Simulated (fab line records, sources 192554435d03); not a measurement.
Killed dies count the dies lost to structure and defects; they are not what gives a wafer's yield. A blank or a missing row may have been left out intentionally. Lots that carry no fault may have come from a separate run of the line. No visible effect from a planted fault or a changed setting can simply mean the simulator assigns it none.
fab line records + flow n5-finfet
record:
- lots: 9
- wafers: 24
- last-day: 20
route steps=1938 shown BEOL_M4@1111 BEOL_M10@1511 PASSIVATION@1936
lots with no fault: from the same line, run without faults
start-h: hours from the record's first day to the start of the lot's first wafer shown + wait-h: hours since the lot's step before + " unchanged from the row above + L1.1+2: a single row standing in for several wafers + - no value, or no start was given + * or withheld: withheld + < > ~ a bound
route shown NAME@n: NAME is a module with steps in the file, n the number in the route of the first one + usual: mean/standard deviation taken from wafers without a fault + same: alike in all rows + chamber/n: place in a boat + sites: each site's reading + _std_site: their standard deviation + _edge_site: inner sites' mean taken away from outer sites' mean + radius-mm: how far each site lies from the wafer's centre + mask NAME#n: copy n + behind: tool/chamber where the wafer was last shaped + hold: why the lot went on hold/how many hours it stayed there/how the hold came to an end + device: which transistor (n, p or np) failed to switch + end of line: the same wafers' tests at the end of the route + a step without rows: its recipe alone + killed: count of dies lost to structure and defects at first sort (not the wafer's yield) + map: a wafer's dies, x killed, . not, _ none there
set.NAME: the setting as run; set.NAME@STEP: as run at that earlier step + model.NAME: the simulator's own value behind a step, which no gauge read
a sample of lots followed through the steps of the route, with each step as a table and each wafer as a row
services: the hour from which a tool's chamber was out of use, counted from the record's first day as start-h (under 0 if before that day), plus the number of hours and why
== steps ==
step: N5_BEOL_M4_RC_MEAS_101
usual:
- DIBL_N: 36.3/1.6
- DIBL_P: 36.4/2.1
- IOFF_N: 0.16/0.032
- IOFF_P: 0.22/0.044
- ION_N: 675/12
- ION_P: 463/8.3
- SS_N: 71.6/0.64
- SS_P: 73.3/0.67
- VT_N: 250/3.3
- VT_P: -250/3.7
| lot.wafer | tool      | chamber | start-h | wait-h | DIBL_N[mV/V] | DIBL_P[mV/V] | IOFF_N[nA/um] | IOFF_P[nA/um] | ION_N[uA/um] | ION_P[uA/um] | SS_N[mV/dec] | SS_P[mV/dec] | VT_N[mV] | VT_P[mV] |
|-----------|-----------|---------|---------|--------|--------------|--------------|---------------|---------------|--------------|--------------|--------------|--------------|----------|----------|
| L119.3    | prober-02 | 0       | 226.43  | 0.3    | 38.8         | 38.2         | 0.18          | 0.23          | 684          | 466          | 71.7         | 73.9         | 252      | -247     |
| L119.4    | "         | 0       | "       | "      | 35.0         | 33.1         | 0.12          | 0.16          | 666          | 455          | 70.6         | 73.1         | 256      | -255     |
| L119.5    | "         | 0       | "       | "      | 36.4         | 35.1         | 0.15          | 0.20          | 686          | 464          | 71.9         | 73.5         | 251      | -251     |
| L121.3    | prober-02 | 0       | 232.50  | 0.3    | 36.3         | 35.5         | 0.15          | 0.19          | 674          | 463          | 70.6         | 73.7         | 251      | -251     |
| L121.4    | "         | 0       | "       | "      | 35.1         | 33.6         | 0.13          | 0.17          | 667          | 462          | 70.5         | 73.0         | 250      | -252     |
| L121.6    | "         | 0       | "       | "      | 37.4         | 36.4         | 0.18          | 0.21          | 694          | 471          | 71.2         | 72.5         | 246      | -254     |
| L123.2    | prober-01 | 0       | 252.46  | 0.2    | 36.8         | 38.9         | 0.19          | 0.26          | 690          | 472          | 71.3         | 74.1         | 249      | -248     |
| L123.3    | "         | 0       | "       | "      | 36.9         | 38.7         | 0.19          | 0.26          | 682          | 471          | 71.8         | 73.6         | 249      | -248     |
| L123.5    | "         | 0       | "       | "      | 37.2         | 40.1         | 0.20          | 0.29          | 697          | 486          | 71.9         | 74.9         | 247      | -245     |
| L127.1    | prober-02 | 0       | 287.00  | 0.0    | 33.7         | 32.9         | 0.13          | 0.20          | 674          | 469          | 71.2         | 71.8         | 250      | -247     |
| L127.2    | "         | 0       | "       | "      | 33.6         | 32.0         | 0.12          | 0.19          | 662          | 463          | 70.6         | 72.5         | 254      | -250     |
| L129.4    | prober-01 | 0       | 291.58  | 0.5    | 35.7         | 36.9         | 0.16          | 0.22          | 672          | 461          | 71.3         | 73.6         | 250      | -250     |
| L129.5    | "         | 0       | "       | "      | 36.9         | 39.4         | 0.19          | 0.26          | 668          | 463          | 72.0         | 74.2         | 247      | -248     |
| L132.1    | prober-02 | 0       | 309.94  | 0.0    | 36.4         | 36.7         | 0.16          | 0.23          | 685          | 475          | 71.0         | 73.9         | 249      | -249     |
| L132.2    | "         | 0       | "       | "      | 34.7         | 33.9         | 0.13          | 0.19          | 669          | 460          | 70.9         | 72.7         | 251      | -249     |
| L137.1    | prober-02 | 0       | 350.85  | 0.0    | 35.6         | 35.1         | 0.12          | 0.18          | 648          | 450          | 71.4         | 73.4         | 255      | -253     |
| L137.2    | "         | 0       | "       | "      | 34.9         | 34.2         | 0.12          | 0.17          | 672          | 464          | 70.7         | 73.2         | 254      | -251     |
| L137.3    | "         | 0       | "       | "      | 36.8         | 35.7         | 0.14          | 0.19          | 667          | 461          | 70.9         | 72.4         | 252      | -253     |
| L138.1    | prober-02 | 0       | 354.48  | 0.0    | 35.4         | 36.1         | 0.13          | 0.16          | 665          | 456          | 71.8         | 72.6         | 254      | -253     |
| L138.2    | "         | 0       | "       | "      | 34.7         | 35.6         | 0.13          | 0.16          | 662          | 456          | 71.1         | 73.2         | 252      | -256     |
| L138.4    | "         | 0       | "       | "      | 40.7         | 41.8         | 0.24          | 0.26          | 697          | 463          | 73.0         | 74.2         | 245      | -247     |
| L139.3    | prober-01 | 0       | 381.41  | 0.3    | 35.7         | 34.9         | 0.15          | 0.21          | 665          | 459          | 71.9         | 72.9         | 250      | -250     |
| L139.5    | "         | 0       | "       | "      | 37.1         | 36.6         | 0.17          | 0.23          | 670          | 462          | 72.6         | 73.0         | 248      | -248     |
| L139.6    | "         | 0       | "       | "      | 35.8         | 35.0         | 0.15          | 0.21          | 680          | 463          | 72.4         | 72.9         | 253      | -251     |
step: N5_BEOL_M10_STRIP_36
recipe:
- chemistry: N2/H2
- power-w: 450
- temp-c: 40
- pressure-mtorr: 20
- rf-frequency-hz: 6e+07
- overash-fraction: 0.3
- bias-power-w: 7
- h2-frac: 0.5
- n2-flow-sccm: 200
- h2-flow-sccm: 200
usual:
- drypump-motor-current-A: 5.8/0.51
- h2-flow-sccm: 200.1/0.67
- oes-product-au: 0.81/0.1
- rf-vpp-V: 59.3/1.8
- showerhead-plenum-p-Torr: 2.56/0.11
- throttle-valve-pct: 23.5/0.43
| lot.wafer | tool        | chamber | start-h | wait-h | drypump-motor-current-A | h2-flow-sccm | oes-product-au | rf-hours-counter-h | rf-vpp-V | showerhead-plenum-p-Torr | throttle-valve-pct |
|-----------|-------------|---------|---------|--------|-------------------------|--------------|----------------|--------------------|----------|--------------------------|--------------------|
| L119.3    | rie-diel-03 | 0       | 281.55  | 0.0    | 4.8                     | 199.8        | 0.87           | 38                 | 60.8     | 2.48                     | 23.2               |
| L119.4    | "           | 1       | "       | "      | 6.0                     | 198.9        | 0.73           | 200                | 57.8     | 2.63                     | 24.4               |
| L119.5    | "           | 3       | "       | "      | 6.1                     | 201.2        | 0.97           | -                  | 59.9     | 2.71                     | 23.1               |
| L121.3    | rie-diel-02 | 2       | 283.85  | 0.0    | 5.2                     | 201.6        | 0.90           | 17                 | 60.1     | 2.47                     | 23.4               |
| L121.4    | "           | 0       | "       | "      | 6.1                     | 199.5        | 0.87           | -                  | 57.6     | 2.69                     | 23.0               |
| L121.6    | "           | 2       | "       | "      | 5.2                     | 200.4        | 0.93           | -                  | 59.8     | 2.47                     | 23.4               |
| L123.2    | rie-diel-02 | 0       | 302.04  | 0.0    | 6.1                     | 200.3        | 0.87           | 61                 | 62.4     | 2.68                     | 23.0               |
| L123.3    | "           | 2       | "       | "      | 5.2                     | 199.3        | 0.91           | 23                 | 59.1     | 2.47                     | 23.4               |
| L123.5    | "           | 0       | "       | "      | 6.1                     | 201.1        | 0.87           | -                  | 58.8     | 2.68                     | 23.0               |
| L127.1    | rie-diel-03 | 1       | 340.33  | 0.0    | 6.0                     | 200.1        | 0.72           | 218                | 56.6     | 2.62                     | 24.5               |
| L127.2    | "           | 0       | "       | "      | 4.8                     | 199.9        | 0.84           | 56                 | 58.1     | 2.48                     | 23.2               |
| L129.4    | rie-diel-02 | 1       | 342.94  | 0.0    | 5.5                     | 200.4        | 0.91           | 18                 | 60.7     | 2.50                     | 24.0               |
| L129.5    | "           | 2       | "       | "      | 5.2                     | 199.2        | 0.88           | -                  | 60.5     | 2.46                     | 23.4               |
| L132.1    | rie-diel-02 | 2       | 369.50  | 0.0    | 5.2                     | 199.1        | 0.88           | 48                 | 60.8     | 2.46                     | 23.4               |
| L132.2    | "           | 1       | "       | "      | 5.5                     | 200.0        | 0.91           | 29                 | 60.9     | 2.50                     | 24.0               |
| L137.1    | rie-diel-02 | 2       | 407.49  | 0.0    | 5.2                     | 201.3        | 0.84           | 61                 | 59.9     | 2.45                     | 23.4               |
| L137.2    | "           | 1       | "       | "      | 5.5                     | 200.5        | 0.88           | 41                 | 56.0     | 2.49                     | 24.0               |
| L137.3    | "           | 0       | "       | "      | 6.1                     | 199.8        | 0.81           | 100                | 58.8     | 2.67                     | 23.0               |
| L138.1    | rie-diel-03 | 3       | 407.87  | 0.0    | 6.1                     | 201.0        | 0.88           | 48                 | 57.8     | 2.69                     | 23.1               |
| L138.2    | "           | 1       | "       | "      | 5.9                     | 200.1        | 0.72           | 245                | 60.0     | 2.61                     | 24.5               |
| L138.4    | "           | 1       | "       | "      | 5.9                     | 200.5        | 0.71           | -                  | 55.2     | 2.61                     | 24.5               |
| L139.3    | rie-diel-03 | 0       | 430.01  | 0.0    | 4.9                     | 201.4        | 0.79           | 85                 | 58.2     | 2.46                     | 23.3               |
| L139.5    | "           | 3       | "       | "      | 6.1                     | 199.3        | 0.86           | -                  | 58.5     | 2.68                     | 23.2               |
| L139.6    | "           | 0       | "       | "      | 4.9                     | 200.4        | 0.81           | -                  | 59.7     | 2.46                     | 23.3               |
step: N5_BEOL_M10_DEGAS_44
recipe:
- ambient: vacuum
- temp-c: 250
- time-s: 60
usual:
- heater-power-w: 339/48
| lot.wafer | tool           | chamber | start-h | wait-h | heater-power-w |
|-----------|----------------|---------|---------|--------|----------------|
| L119.3    | pvd-sputter-03 | -       | 282.57  | 0.5    | 428            |
| L119.4    | "              | -       | "       | "      | 341            |
| L119.5    | "              | -       | "       | "      | 340            |
| L121.3    | pvd-sputter-03 | -       | 286.23  | 1.8    | 323            |
| L121.4    | "              | -       | "       | "      | 338            |
| L121.6    | "              | -       | "       | "      | 311            |
| L123.2    | pvd-sputter-02 | -       | 304.23  | 1.4    | 295            |
| L123.3    | "              | -       | "       | "      | 442            |
| L123.5    | "              | -       | "       | "      | 430            |
| L127.1    | pvd-sputter-03 | -       | 341.94  | 1.1    | 427            |
| L127.2    | "              | -       | "       | "      | 280            |
| L129.4    | pvd-sputter-02 | -       | 343.72  | 0.2    | 364            |
| L129.5    | "              | -       | "       | "      | 324            |
| L132.1    | pvd-sputter-01 | -       | 370.47  | 0.5    | 319            |
| L132.2    | "              | -       | "       | "      | 321            |
| L137.1    | pvd-sputter-02 | -       | 409.56  | 0.5    | 296            |
| L137.2    | "              | -       | "       | "      | 352            |
| L137.3    | "              | -       | "       | "      | 321            |
| L138.1    | pvd-sputter-02 | -       | 410.26  | 0.8    | 294            |
| L138.2    | "              | -       | "       | "      | 436            |
| L138.4    | "              | -       | "       | "      | 360            |
| L139.3    | pvd-sputter-02 | -       | 431.42  | 0.8    | 437            |
| L139.5    | "              | -       | "       | "      | 352            |
| L139.6    | "              | -       | "       | "      | 311            |
step: N5_BEOL_M10_PRE_CLEAN_45
recipe:
- gas: H2/He
- time-s: 30
- temp-c: 250
usual:
- heater-power-w: 339/47
| lot.wafer | tool           | chamber | start-h | wait-h | heater-power-w |
|-----------|----------------|---------|---------|--------|----------------|
| L119.3    | pvd-sputter-03 | -       | 282.61  | 0.0    | 432            |
| L119.4    | "              | -       | "       | "      | 339            |
| L119.5    | "              | -       | "       | "      | 345            |
| L121.3    | pvd-sputter-03 | -       | 286.27  | 0.0    | 315            |
| L121.4    | "              | -       | "       | "      | 333            |
| L121.6    | "              | -       | "       | "      | 316            |
| L123.2    | pvd-sputter-02 | -       | 304.27  | 0.0    | 301            |
| L123.3    | "              | -       | "       | "      | 434            |
| L123.5    | "              | -       | "       | "      | 441            |
| L127.1    | pvd-sputter-03 | -       | 341.98  | 0.0    | 418            |
| L127.2    | "              | -       | "       | "      | 274            |
| L129.4    | pvd-sputter-02 | -       | 343.76  | 0.0    | 361            |
| L129.5    | "              | -       | "       | "      | 325            |
| L132.1    | pvd-sputter-01 | -       | 370.51  | 0.0    | 316            |
| L132.2    | "              | -       | "       | "      | 311            |
| L137.1    | pvd-sputter-02 | -       | 409.60  | 0.0    | 302            |
| L137.2    | "              | -       | "       | "      | 349            |
| L137.3    | "              | -       | "       | "      | 325            |
| L138.1    | pvd-sputter-02 | -       | 410.30  | 0.0    | 306            |
| L138.2    | "              | -       | "       | "      | 432            |
| L138.4    | "              | -       | "       | "      | 361            |
| L139.3    | pvd-sputter-02 | -       | 431.46  | 0.0    | 429            |
| L139.5    | "              | -       | "       | "      | 360            |
| L139.6    | "              | -       | "       | "      | 316            |
step: N5_BEOL_M10_CMP_52
recipe:
- stop-on: SiCOH_lowk
- t-overpolish-s: 7
- down-force-psi: 1
- platen-rpm: 50
- clearing-platen-down-force-psi: 1.5
- clearing-platen-rpm: 50
- post-cmp-clean: cu-alkaline
- target-thk-nm: 140
- clearing-platen-pad-velocity-m-s: 0.99484
- pad-velocity-m-s: 0.99484
usual:
- barrier-field-endpoint-s: 28.9/0.66
- motor-current-A: 6.2/0.81
- overpolish-run-s: 7.000/0.009
- time-to-endpoint-s: 66.5/3
| lot.wafer | tool   | chamber | start-h | wait-h | barrier-field-endpoint-s | motor-current-A | overpolish-run-s | time-to-endpoint-s |
|-----------|--------|---------|---------|--------|--------------------------|-----------------|------------------|--------------------|
| L119.4    | cmp-01 | 1       | 283.83  | 0.1    | 28.7                     | 5.1             | 6.997            | 62.6               |
| L119.3    | "      | 2       | "       | "      | 28.8                     | 7.6             | 7.000            | 68.6               |
| L119.5    | "      | 1       | "       | "      | 29.1                     | 5.0             | 7.020            | 64.0               |
| L121.3    | cmp-04 | 1       | 287.43  | 0.2    | 29.9                     | 5.4             | 6.997            | 73.0               |
| L121.4    | "      | 3       | "       | "      | 29.1                     | 6.9             | 6.999            | 66.5               |
| L121.6    | "      | 1       | "       | "      | 29.4                     | 5.1             | 7.012            | 70.0               |
| L123.2    | cmp-01 | 0       | 305.76  | 0.3    | 28.3                     | 6.8             | 6.994            | 63.2               |
| L123.3    | "      | 1       | "       | "      | 28.9                     | 4.9             | 7.005            | 63.2               |
| L123.5    | "      | 0       | "       | "      | 29.1                     | 6.9             | 6.999            | 63.2               |
| L127.2    | cmp-04 | 0       | 343.50  | 0.3    | 47.0                     | 5.9             | 0.047            | 84.7               |
| L127.1    | "      | 2       | "       | "      | 29.3                     | 6.0             | 7.008            | 69.0               |
| L129.4    | cmp-04 | 0       | 345.72  | 0.2    | 47.0                     | 5.6             | 0.049            | 85.0               |
| L129.5    | "      | 1       | "       | "      | 29.0                     | 5.3             | 7.011            | 67.5               |
| L132.1    | cmp-04 | 2       | 372.32  | 0.3    | 28.3                     | 6.1             | 6.991            | 65.5               |
| L132.2    | "      | 0       | "       | "      | 47.0                     | 5.8             | 0.036            | 85.2               |
| L137.2    | cmp-01 | 3       | 411.44  | 0.2    | 28.4                     | 5.4             | 6.982            | 67.4               |
| L137.3    | "      | 0       | "       | "      | 27.5                     | 6.8             | 7.008            | 60.2               |
| L137.1    | "      | 1       | "       | "      | 28.2                     | 5.0             | 6.984            | 63.9               |
| L138.2    | cmp-01 | 0       | 412.08  | 0.2    | 27.6                     | 7.0             | 6.992            | 64.6               |
| L138.1    | "      | 1       | "       | "      | 28.4                     | 5.0             | 7.001            | 64.2               |
| L138.4    | "      | 3       | "       | "      | 29.5                     | 5.1             | 6.987            | 67.1               |
| L139.3    | cmp-02 | 3       | 432.91  | 0.3    | 28.3                     | 7.0             | 7.000            | 67.3               |
| L139.6    | "      | 0       | "       | "      | 29.5                     | 7.2             | 6.995            | 68.7               |
| L139.5    | "      | 1       | "       | "      | 28.4                     | 6.1             | 6.994            | 64.1               |
step: N5_BEOL_M10_THK_MEAS_53
recipe:
- thk-meas-gauge: xrf
- reads: Cu_of_BEOL_M10_ECD_50
usual:
- M10_THK: 140/3.5
| lot.wafer | tool          | chamber | start-h | wait-h | M10_THK[nm] |
|-----------|---------------|---------|---------|--------|-------------|
| L119.3    | film-metro-01 | -       | 284.12  | -      | 142         |
| L119.4    | "             | -       | "       | "      | 136         |
| L119.5    | "             | -       | "       | "      | 140         |
| L121.3    | film-metro-01 | -       | 287.73  | -      | 143         |
| L121.4    | "             | -       | "       | "      | 141         |
| L121.6    | "             | -       | "       | "      | 144         |
| L123.2    | film-metro-02 | -       | 306.02  | -      | 139         |
| L123.3    | "             | -       | "       | "      | 141         |
| L123.5    | "             | -       | "       | "      | 141         |
| L127.1    | film-metro-01 | -       | 343.76  | -      | 141         |
| L127.2    | "             | -       | "       | "      | 259         |
| L129.4    | film-metro-01 | -       | 345.90  | -      | 261         |
| L129.5    | "             | -       | "       | "      | 142         |
| L132.1    | film-metro-01 | -       | 372.58  | -      | 144         |
| L132.2    | "             | -       | "       | "      | 266         |
| L137.1    | film-metro-02 | -       | 411.69  | -      | 140         |
| L137.2    | "             | -       | "       | "      | 140         |
| L137.3    | "             | -       | "       | "      | 139         |
| L138.1    | film-metro-02 | -       | 412.37  | -      | 142         |
| L138.2    | "             | -       | "       | "      | 142         |
| L138.4    | "             | -       | "       | "      | 143         |
| L139.3    | film-metro-02 | -       | 433.09  | -      | 144         |
| L139.5    | "             | -       | "       | "      | 141         |
| L139.6    | "             | -       | "       | "      | 144         |
step: N5_BEOL_M10_INSPECT_58
recipe:
- inspect-instrument: darkfield
- mode: post-dep
usual:
- raw-defect-count: 68/21
| lot.wafer | tool              | chamber | start-h | wait-h | raw-defect-count |
|-----------|-------------------|---------|---------|--------|------------------|
| L119.3    | defect-inspect-01 | -       | 284.28  | 0.0    | 57               |
| L119.4    | "                 | -       | "       | "      | 39               |
| L119.5    | "                 | -       | "       | "      | 72               |
| L121.3    | defect-inspect-01 | -       | 287.89  | 0.0    | 66               |
| L121.4    | "                 | -       | "       | "      | 44               |
| L121.6    | "                 | -       | "       | "      | 81               |
| L123.2    | defect-inspect-02 | -       | 306.18  | 0.0    | 73               |
| L123.3    | "                 | -       | "       | "      | 44               |
| L123.5    | "                 | -       | "       | "      | 64               |
| L127.1    | defect-inspect-02 | -       | 343.95  | 0.0    | 78               |
| L127.2    | "                 | -       | "       | "      | 2288             |
| L129.4    | defect-inspect-02 | -       | 346.07  | 0.0    | 2213             |
| L129.5    | "                 | -       | "       | "      | 79               |
| L132.1    | defect-inspect-01 | -       | 372.74  | 0.0    | 93               |
| L132.2    | "                 | -       | "       | "      | 2191             |
| L137.1    | defect-inspect-01 | -       | 411.86  | 0.0    | 60               |
| L137.2    | "                 | -       | "       | "      | 65               |
| L137.3    | "                 | -       | "       | "      | 84               |
| L138.1    | defect-inspect-02 | -       | 412.54  | 0.0    | 91               |
| L138.2    | "                 | -       | "       | "      | 75               |
| L138.4    | "                 | -       | "       | "      | 59               |
| L139.3    | defect-inspect-02 | -       | 433.25  | 0.0    | 64               |
| L139.5    | "                 | -       | "       | "      | 51               |
| L139.6    | "                 | -       | "       | "      | 85               |
step: N5_PASSIVATION_PROBE_49
usual:
- defect-limited-yield: 91.4/1.2
- killed_at_M0_to_M3: 35/11
- killed_at_M4_up: 14/6
- killed-at-contacts: 12/6.7
- killed-at-front-end: 37/9.7
- killed-at-other: 3.5/2.5
- killed-dies: 102/15
- killed-on-rim: 13/3.6
- killed-open: 67/12
- killed-short: 33/7.3
- sort_bin_5_function: 5.1/0.81
- sort_bin_6_memory: 3.2/0.65
- sort-n-pass: 1078/15
- sort-yield-pct: 91.4/1.2
same:
- gross-dies: 1180
- killed-at-back-side: 0
- sort_bin_4_leakage[%]: 0
- sort_bin_8_speed[%]: 0
| lot.wafer | tool      | chamber | start-h | wait-h | defect-limited-yield[%] | killed_at_M0_to_M3 | killed_at_M4_up | killed-at-contacts | killed-at-front-end | killed-at-other | killed-dies | killed-on-rim | killed-open | killed-short | sort_bin_5_function[%] | sort_bin_6_memory[%] | sort-n-pass | sort-yield-pct[%] |
|-----------|-----------|---------|---------|--------|-------------------------|--------------------|-----------------|--------------------|---------------------|-----------------|-------------|---------------|-------------|--------------|------------------------|----------------------|-------------|-------------------|
| L129.4    | prober-02 | -       | 389.79  | 0.2    | 0                       | 33                 | 1104            | 5                  | 34                  | 4               | 1180        | 152           | 55          | 37           | 4.7                    | 3.0                  | 0           | 0                 |
| L129.5    | prober-02 | -       | 389.84  | 0.2    | 92.3                    | 32                 | 22              | 6                  | 28                  | 3               | 91          | 13            | 61          | 30           | 4.8                    | 2.5                  | 1089        | 92.3              |
| L127.1    | prober-01 | -       | 396.86  | 0.0    | 91.4                    | 39                 | 20              | 10                 | 30                  | 3               | 102         | 17            | 63          | 38           | 5.3                    | 3.1                  | 1078        | 91.4              |
| L127.2    | prober-01 | -       | 396.91  | 0.1    | 0                       | 42                 | 1108            | 8                  | 21                  | 1               | 1180        | 152           | 66          | 26           | 4.4                    | 3.1                  | 0           | 0                 |
| L132.1    | prober-01 | -       | 422.01  | 0.0    | 92.3                    | 36                 | 7               | 16                 | 29                  | 3               | 91          | 14            | 59          | 32           | 4.6                    | 2.8                  | 1089        | 92.3              |
| L132.2    | prober-01 | -       | 422.06  | 0.1    | 0                       | 52                 | 1068            | 19                 | 30                  | 11              | 1180        | 152           | 91          | 37           | 7.1                    | 3.5                  | 0           | 0                 |
| L138.1    | prober-01 | -       | 463.58  | 0.0    | 92.6                    | 38                 | 17              | 2                  | 26                  | 4               | 87          | 12            | 56          | 31           | 4.8                    | 2.3                  | 1093        | 92.6              |
| L138.2    | prober-01 | -       | 463.63  | 0.1    | 90.6                    | 60                 | 9               | 5                  | 33                  | 4               | 111         | 13            | 77          | 34           | 5.0                    | 4.0                  | 1069        | 90.6              |
| L138.4    | prober-01 | -       | 463.73  | 0.2    | 93.6                    | 34                 | 12              | 6                  | 22                  | 2               | 76          | 6             | 52          | 23           | 3.5                    | 2.8                  | 1104        | 93.6              |
killed by level:class
L129.4 BEOL_M10:area-cmp=1086 BEOL_M0_SAQP:geometric-particle:short=8 FIN_SAQP:geometric-particle:short=7 BEOL_M4:geometric-particle:open=6 STI_FIN_REVEAL:geometric-particle:open=5 BEOL_M0_SAQP:geometric-particle:open=5 BEOL_M8:geometric-particle:open=5 BEOL_M1:geometric-particle:short=5
L129.5 BEOL_M0:geometric-particle:open=10 FIN_SAQP:geometric-particle:open=9 BEOL_M4:geometric-particle:open=6 BEOL_M1:geometric-particle:open=5 STARTING-WAFER:geometric-particle:short=5 DUMMY_GATE:geometric-particle:open=4 MOL_CONTACT_COAG:geometric-particle:open=4 BEOL_M0_SAQP:geometric-particle:open=4
L127.1 BEOL_M0_SAQP:geometric-particle:short=16 BEOL_M4:geometric-particle:open=13 BEOL_M0_SAQP:geometric-particle:open=10 MOL_CONTACT_COAG:geometric-particle:open=9 STI_FIN_REVEAL:geometric-particle:open=5 DUMMY_GATE:geometric-particle:open=5 BEOL_M3:geometric-particle:open=5 GATE_CUT:geometric-particle:short=4
L127.2 BEOL_M10:area-cmp=1088 BEOL_M4:geometric-particle:open=14 BEOL_M0_SAQP:geometric-particle:open=11 BEOL_M0_SAQP:geometric-particle:short=10 BEOL_M2:geometric-particle:open=8 BEOL_M3:geometric-particle:open=8 MOL_CONTACT_COAG:geometric-particle:open=7 FIN_SAQP:geometric-particle:open=4
L132.1 BEOL_M0_SAQP:geometric-particle:open=14 MOL_CONTACT_COAG:geometric-particle:open=12 BEOL_M0_SAQP:geometric-particle:short=8 BEOL_M1:geometric-particle:open=6 DUMMY_GATE:geometric-particle:open=4 MOL_CONTACT_COAG:geometric-particle:short=4 GATE_CUT:geometric-particle:open=4 BEOL_M3:geometric-particle:open=4
L132.2 BEOL_M10:area-cmp=1051 MOL_CONTACT_COAG:geometric-particle:open=15 BEOL_M0_SAQP:geometric-particle:short=13 BEOL_M2:geometric-particle:open=13 BEOL_M0_SAQP:geometric-particle:open=12 BEOL_M4:geometric-particle:open=10 STI_FIN_REVEAL:geometric-particle:open=8 DUMMY_GATE:geometric-particle:open=7
L138.1 BEOL_M3:geometric-particle:open=8 FIN_SAQP:geometric-particle:short=6 BEOL_M1:geometric-particle:open=6 BEOL_M0:geometric-particle:open=5 BEOL_M2:geometric-particle:open=5 BEOL_M8:geometric-particle:open=5 STI_FIN_REVEAL:geometric-particle:open=4 DUMMY_GATE:geometric-particle:open=4
L138.2 BEOL_M3:geometric-particle:open=17 BEOL_M2:geometric-particle:open=13 FIN_SAQP:geometric-particle:open=11 BEOL_M0_SAQP:geometric-particle:short=11 FIN_SAQP:geometric-particle:short=5 MOL_CONTACT_COAG:geometric-particle:open=5 BEOL_M0_SAQP:geometric-particle:open=5 BEOL_M0:geometric-particle:open=4
L138.4 BEOL_M2:geometric-particle:open=9 BEOL_M4:geometric-particle:open=7 MOL_CONTACT_COAG:geometric-particle:open=6 BEOL_M0_SAQP:geometric-particle:open=6 BEOL_M0_SAQP:geometric-particle:short=4 BEOL_M0:geometric-particle:open=4 STARTING-WAFER:geometric-particle:short=4 FIN_SAQP:geometric-particle:short=3
== services ==
| tool           | chamber | start-h | hours | kind                           |
|----------------|---------|---------|-------|--------------------------------|
| rie-diel-02    | 1       | 279.22  | -     | clean                          |
| rie-diel-02    | 1       | 279.22  | -     | consumable-replace:focus-ring  |
| rie-diel-02    | 1       | 279.22  | 16.4  | scheduled-down                 |
| rie-diel-02    | 1       | 279.22  | 16.4  | vent-cycle                     |
| cmp-02         | -       | 301.97  | 3.8   | pm                             |
| cmp-01         | -       | 316.18  | 0.9   | repair                         |
| cmp-01         | -       | 322.86  | 4.0   | pm                             |
| cmp-01         | -       | 326.86  | -     | consumable-replace:conditioner |
| rie-diel-02    | -       | 336.28  | 0.6   | repair                         |
| cmp-01         | -       | 343.60  | 5.5   | pm                             |
| rie-diel-02    | 3       | 363.70  | -     | clean                          |
| rie-diel-02    | 3       | 363.70  | -     | consumable-replace:focus-ring  |
| rie-diel-02    | 3       | 363.70  | -     | consumable-replace:showerhead  |
| rie-diel-02    | 3       | 363.70  | 19.9  | scheduled-down                 |
| rie-diel-02    | 3       | 363.70  | 19.9  | vent-cycle                     |
| pvd-sputter-01 | -       | 376.86  | 2.8   | repair                         |
| cmp-01         | -       | 382.85  | 2.2   | repair                         |
| cmp-04         | -       | 387.88  | 4.0   | repair                         |
| cmp-02         | -       | 395.86  | 1.0   | repair                         |
| cmp-02         | -       | 398.48  | 3.4   | repair                         |
| cmp-02         | -       | 402.61  | 4.0   | pm                             |
| cmp-04         | -       | 412.46  | 0.5   | repair                         |
| cmp-01         | -       | 417.91  | 0.8   | repair                         |
| cmp-04         | -       | 431.51  | 15.2  | pm                             |
== key ==
first-sign:
- step: N5_BEOL_M10_CMP_52
- reading: overpolish-run-s
- direction: down
- sigmas: 99+
- usual: 7.000
- struck: 0.044
effect:
- step: N5_BEOL_M10_CMP_52
- reading: barrier-field-endpoint-s
- direction: up
- sigmas: 28
- usual: 28.9
- struck: 47.0
effect:
- step: N5_BEOL_M10_THK_MEAS_53
- reading: M10_THK
- direction: up
- sigmas: 35
- usual: 140
- struck: 262
effect:
- step: N5_BEOL_M10_INSPECT_58
- reading: raw-defect-count
- direction: up
- sigmas: 99+
- usual: 68
- struck: 2231
effect:
- step: N5_PASSIVATION_PROBE_49
- reading: killed_at_M4_up
- direction: up
- sigmas: 99+
- usual: 14
- struck: 1093
more-kills-born-at:
- N5_BEOL_M10_CMP_52@cmp-04: 3225
met-at N5_BEOL_M10_CMP_52
struck-lots L127,L129,L132
struck-wafers L127.2,L129.4,L132.2
later-rows-left-out L127.2,L129.4,L132.2
not-acting-at N5_BEOL_M10_STRIP_36,N5_BEOL_M10_DEGAS_44,N5_BEOL_M10_PRE_CLEAN_45
onset-between 287.43 343.50
fault:
- kind: process-parameter-drift
- tool: cmp-04
- chamber: -
- onset-h: 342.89
- steps: N5_BEOL_M10_CMP_52
- channel: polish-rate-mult
- offset: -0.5
- shape: step
- end-h: 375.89
- scope: struck-wafers-only
later-rows-left-out: the simulator's readings of these wafers behind a module that went badly wrong aren't trusted and aren't shown, but for the sort
